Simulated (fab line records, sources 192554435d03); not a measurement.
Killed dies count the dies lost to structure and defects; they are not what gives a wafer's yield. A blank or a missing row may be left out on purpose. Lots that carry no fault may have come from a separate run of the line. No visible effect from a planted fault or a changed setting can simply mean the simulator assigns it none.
Chamber matching -- flow n5_finfet -- 4 sister chambers for N5_BEOL_M15_DESCUM_15 on rie_diel-05
The step chemistry O2, time 7.9 s. 20 wafers are shown with their chamber, then 10 later ones without.

WAFERS PAIRED WITH THEIR CHAMBERS
wafer,chamber,showerhead_plenum_p_Torr (Torr),throttle_valve_pct (%),oes_product_au (a.u.)
L076.1,0,2.15,20.49,0.90
L076.2,1,2.02,20.57,0.77
L076.5,3,2.13,20.36,0.70
L075.2,1,2.02,20.58,0.76
L075.3,3,2.13,20.36,0.71
L075.4,0,2.15,20.47,0.90
L079.1,2,2.10,20.67,0.77
L079.4,2,2.10,20.68,0.76
L079.5,1,2.02,20.59,0.76
L080.2,1,2.02,20.59,0.76
L080.3,2,2.10,20.69,0.77
L080.6,2,2.10,20.68,0.76
L081.1,1,2.01,20.62,0.76
L081.3,2,2.10,20.70,0.77
L081.6,1,2.01,20.58,0.75
L090.3,2,2.09,20.71,0.74
L090.4,0,2.14,20.52,0.86
L090.5,1,2.01,20.61,0.74
L094.1,1,2.01,20.62,0.74
L094.2,2,2.09,20.72,0.74

SIGNATURES (means of the wafers above)
reading,chamber 0,chamber 1,chamber 2,chamber 3,scatter within a chamber
showerhead_plenum_p_Torr,2.1467,2.0150,2.0971,2.1300,0.00506
throttle_valve_pct,20.4933,20.5950,20.6929,20.3600,0.0191
oes_product_au,0.8867,0.7550,0.7586,0.7050,0.0137
Rule: for each reading, subtract the chamber's mean from the wafer's reading, divide by that reading's scatter and square the result; add these up over the readings and take the root, which gives the wafer's distance from the chamber. The wafer belongs to the nearest chamber; if the next one is less than 2 further off, it can't be placed. The scatter: the root of (the sum of the squares of (reading less its chamber's mean) over the shown wafers, divided by (wafers less chambers)).

WAFERS MISSING THEIR CHAMBER
wafer,showerhead_plenum_p_Torr (Torr),throttle_valve_pct (%),oes_product_au (a.u.)
L094.4,2.12,20.00,0.93
L092.1,2.13,20.54,0.83
L092.2,2.01,20.63,0.73
L092.5,2.09,20.71,0.73
L093.1,2.01,20.63,0.74
L093.2,2.09,20.73,0.74
L093.5,2.09,20.73,0.74
L097.1,2.12,20.01,0.92
L097.4,2.09,20.73,0.73
L097.6,2.01,20.65,0.74

WHICH CHAMBER EACH WENT THROUGH
wafer,from the rows above,in truth
L094.4,can't be placed: 3 or 0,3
L092.1,0,0
L092.2,1,1
L092.5,2,2
L093.1,1,1
L093.2,2,2
L093.5,2,2
L097.1,can't be placed: 3 or 0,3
L097.4,2,2
L097.6,1,1
Placed correctly: 8 of 10. Not placeable from these rows: 2 (in 2, the candidates include the true chamber). Wrongly placed: 0.
